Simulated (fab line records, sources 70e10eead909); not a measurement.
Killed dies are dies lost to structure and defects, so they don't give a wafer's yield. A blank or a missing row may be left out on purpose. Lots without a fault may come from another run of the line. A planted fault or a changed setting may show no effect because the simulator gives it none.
Which tool did it? | flow nand_harc | 13 lots, 39 wafers sampled, at 5 steps of a route of 1302

WHAT THE GAUGES READ, wafer by wafer
NHARC_END_SORT_01.
lot  | measured     | on        | killed_at_array | killed_at_other | killed_at_periphery | killed_dies | killed_open | killed_short
L261 | day 24 22:46 | prober-01 | 45 56 41        | 3 3 4           | 3 3 4               | 51 62 49    | 2 3 3       | 3 4 2
L265 | day 26 03:02 | prober-02 | 51 41 47        | 0 2 3           | 2 5 6               | 53 48 56    | 1 3 5       | 3 5 6
L266 | day 26 03:20 | prober-01 | 87 87 93        | 0 0 0           | 2 1 4               | 89 88 97    | 2 1 5       | 3 3 3
L267 | day 26 09:16 | prober-02 | 23 32 24        | 0 1 3           | 9 10 6              | 32 43 33    | 4 4 5       | 4 1 2
L268 | day 27 10:44 | prober-01 | 57 52 83        | 1 0 0           | 2 1 1               | 60 53 84    | 0 1 2       | 4 0 2
L269 | day 27 12:19 | prober-02 | 35 51 49        | 1 0 0           | 7 3 6               | 43 54 55    | 5 3 2       | 2 2 5
L275 | day 31 10:37 | prober-01 | 173 147 166     | 0 1 1           | 3 0 6               | 176 148 173 | 5 4 4       | 1 1 4
L276 | day 31 02:01 | prober-02 | 134 116 128     | 3 3 4           | 2 4 0               | 139 123 132 | 3 1 3       | 1 2 2
L280 | day 32 21:08 | prober-01 | 67 70 74        | 0 1 0           | 6 4 6               | 73 75 80    | 7 1 6       | 4 3 2
L281 | day 32 21:00 | prober-02 | 38 56 61        | 1 0 1           | 3 2 1               | 42 58 63    | 4 2 1       | 3 3 5
L282 | day 33 02:50 | prober-01 | 57 59 54        | 0 1 4           | 2 0 2               | 59 60 60    | 5 3 2       | 1 1 1
L283 | day 33 21:02 | prober-01 | 38 26 49        | 1 1 1           | 4 5 5               | 43 32 55    | 4 1 7       | 7 3 3
L284 | day 33 21:04 | prober-02 | 75 81 50        | 3 2 0           | 3 2 5               | 81 85 55    | 0 3 2       | 3 5 1

WHICH TOOL RAN EACH LOT (tool, then ch and the chambers of the sampled wafers, then the start)
lot  | NHARC_A_CHANNEL_FILL_D1_CVD_09   | NHARC_THIN_TSV_PRE_CLEAN_50             | NHARC_THIN_TSV_ANNEAL_52         | NHARC_THIN_TSV_CMP_21
L261 | lpcvd_poly-01 ch 0, day 10 12:25 | pvd_sputter-02, day 24 06:49 or earlier | rtp_anneal-02 ch 0, day 24 06:49 | cmp-02 ch 0,1,3, day 24 07:03
L265 | lpcvd_poly-01 ch 0, day 12 11:36 | pvd_sputter-03, day 25 12:32 or earlier | rtp_anneal-02 ch 0, day 25 12:32 | cmp-04 ch 1,2,3, day 25 12:48
L266 | lpcvd_poly-01 ch 0, day 12 11:36 | pvd_sputter-03, day 25 17:05 or earlier | rtp_anneal-01 ch 0, day 25 17:05 | cmp-03 ch 1,2, day 25 17:23
L267 | lpcvd_poly-03 ch 0, day 12 21:40 | pvd_sputter-02, day 25 18:28 or earlier | rtp_anneal-02 ch 0, day 25 18:28 | cmp-03 ch 0,1,3, day 25 18:49
L268 | lpcvd_poly-03 ch 0, day 13 20:59 | pvd_sputter-02, day 26 23:40 or earlier | rtp_anneal-01 ch 0, day 26 23:40 | cmp-04 ch 1,2,3, day 27 00:05
L269 | lpcvd_poly-03 ch 0, day 13 20:59 | pvd_sputter-01, day 27 00:58 or earlier | rtp_anneal-02 ch 0, day 27 00:58 | cmp-03 ch 0,2,3, day 27 01:16
L275 | lpcvd_poly-02 ch 0, day 16 20:39 | pvd_sputter-03, day 30 19:43 or earlier | rtp_anneal-01 ch 0, day 30 19:43 | cmp-03 ch 0,1,2, day 30 20:01
L276 | lpcvd_poly-02 ch 0, day 16 20:39 | pvd_sputter-01, day 30 12:15 or earlier | rtp_anneal-02 ch 0, day 30 12:15 | cmp-04 ch 1,2,3, day 30 12:36
L280 | lpcvd_poly-03 ch 0, day 18 20:27 | pvd_sputter-02, day 32 07:53 or earlier | rtp_anneal-01 ch 0, day 32 07:53 | cmp-04 ch 0,1, day 32 08:14
L281 | lpcvd_poly-03 ch 0, day 18 20:27 | pvd_sputter-01, day 32 08:12 or earlier | rtp_anneal-01 ch 0, day 32 08:12 | cmp-02 ch 0,2,3, day 32 08:53
L282 | lpcvd_poly-01 ch 0, day 19 11:44 | pvd_sputter-01, day 32 15:37 or earlier | rtp_anneal-01 ch 0, day 32 15:37 | cmp-03 ch 0,3, day 32 15:57
L283 | lpcvd_poly-02 ch 0, day 19 22:58 | pvd_sputter-02, day 33 10:33 or earlier | rtp_anneal-01 ch 0, day 33 10:33 | cmp-04 ch 0,2,3, day 33 10:56
L284 | lpcvd_poly-03 ch 0, day 20 05:21 | pvd_sputter-02, day 33 09:18 or earlier | rtp_anneal-02 ch 0, day 33 09:18 | cmp-02 ch 0,3, day 33 09:36
- NHARC_A_CHANNEL_FILL_D1_CVD_09: deposits poly-Si, target thk 150 nm, time 3000 s.
- NHARC_THIN_TSV_PRE_CLEAN_50: time 30 s.
- NHARC_THIN_TSV_ANNEAL_52: time 90 s.
- NHARC_THIN_TSV_CMP_21: polishes, t overpolish 30 s, target thk 2000 nm.

WHAT THE TOOLS THEMSELVES READ (means of the sampled wafers that have a number; where no wafer has one, the mark that the record gives instead)
NHARC_A_CHANNEL_FILL_D1_CVD_09.
lot  | tool          | spike_tc_top_C (C) | zone_power_upper_pct (%)
L261 | lpcvd_poly-01 | 638.8              | 8.77
L265 | lpcvd_poly-01 | 638.0              | 8.78
L266 | lpcvd_poly-01 | 639.7              | 8.91
L267 | lpcvd_poly-03 | 637.8              | 8.51
L268 | lpcvd_poly-03 | 637.9              | 8.40
L269 | lpcvd_poly-03 | 637.3              | 8.53
L275 | lpcvd_poly-02 | 638.7              | 8.95
L276 | lpcvd_poly-02 | 639.3              | 8.99
L280 | lpcvd_poly-03 | 638.8              | 8.42
L281 | lpcvd_poly-03 | 640.0              | 8.42
L282 | lpcvd_poly-01 | 638.9              | 8.92
L283 | lpcvd_poly-02 | 638.6              | 9.05
L284 | lpcvd_poly-03 | 638.9              | 8.51

NHARC_THIN_TSV_PRE_CLEAN_50.
lot  | tool           | heater_power_w (W) | susceptor_temp_C (C)
L261 | pvd_sputter-02 | 436                | 280.00
L265 | pvd_sputter-03 | 438                | 280.04
L266 | pvd_sputter-03 | 425                | 280.06
L267 | pvd_sputter-02 | 426                | 279.98
L268 | pvd_sputter-02 | 412                | 279.85
L269 | pvd_sputter-01 | 359                | 280.00
L275 | pvd_sputter-03 | 440                | 280.09
L276 | pvd_sputter-01 | 352                | 279.83
L280 | pvd_sputter-02 | 436                | 280.11
L281 | pvd_sputter-01 | 400                | 280.18
L282 | pvd_sputter-01 | 391                | 279.88
L283 | pvd_sputter-02 | 426                | 280.12
L284 | pvd_sputter-02 | 421                | 279.70

NHARC_THIN_TSV_ANNEAL_52.
lot  | tool          | wafer_temp_C_max
L261 | rtp_anneal-02 | 225.88
L265 | rtp_anneal-02 | 225.79
L266 | rtp_anneal-01 | 226.06
L267 | rtp_anneal-02 | 225.75
L268 | rtp_anneal-01 | 225.75
L269 | rtp_anneal-02 | 225.68
L275 | rtp_anneal-01 | 225.91
L276 | rtp_anneal-02 | 225.82
L280 | rtp_anneal-01 | 226.02
L281 | rtp_anneal-01 | 226.31
L282 | rtp_anneal-01 | 226.13
L283 | rtp_anneal-01 | 226.07
L284 | rtp_anneal-02 | 225.77

NHARC_THIN_TSV_CMP_21.
lot  | tool   | motor_current_A (A) | overpolish_run_s (s)
L261 | cmp-02 | 11.8                | 30.007
L265 | cmp-04 | 12.3                | 29.994
L266 | cmp-03 | 12.4                | 30.011
L267 | cmp-03 | 11.9                | 30.000
L268 | cmp-04 | 12.1                | 30.007
L269 | cmp-03 | 12.6                | 30.001
L275 | cmp-03 | 12.4                | 29.996
L276 | cmp-04 | 12.3                | 30.004
L280 | cmp-04 | 12.9                | 29.999
L281 | cmp-02 | 11.9                | 29.991
L282 | cmp-03 | 12.2                | 29.997
L283 | cmp-04 | 13.0                | 30.001
L284 | cmp-02 | 11.1                | 29.994

THE ANSWER, worked out from the rows above alone
Rule: what is usual is taken from the lots themselves. Put in order of their means at a reading, lots are off if they are a third of the lots or fewer, leave a main group of 4 or more, and stand apart from it by a gap of 3 or more times the standard deviation of the main group's means; of several such gaps the widest counts. A main group whose means are all the same, to the digits that the tables above print for the reading, isn't used. A lot without any number at a reading at which 4 lots or more have one is off too. The other lots that the step has rows for count as sound. The gauges are gone through in route order, then the tools' own readings, and for those a lot's mean is taken as printed above. The first step at which some lot is off is used, and at that step the reading that is off furthest; a lot without a number counts as furthest.
No lot is off at any reading shown: from this, nothing can be told.

WHAT THE SIMULATOR HAD PUT IN
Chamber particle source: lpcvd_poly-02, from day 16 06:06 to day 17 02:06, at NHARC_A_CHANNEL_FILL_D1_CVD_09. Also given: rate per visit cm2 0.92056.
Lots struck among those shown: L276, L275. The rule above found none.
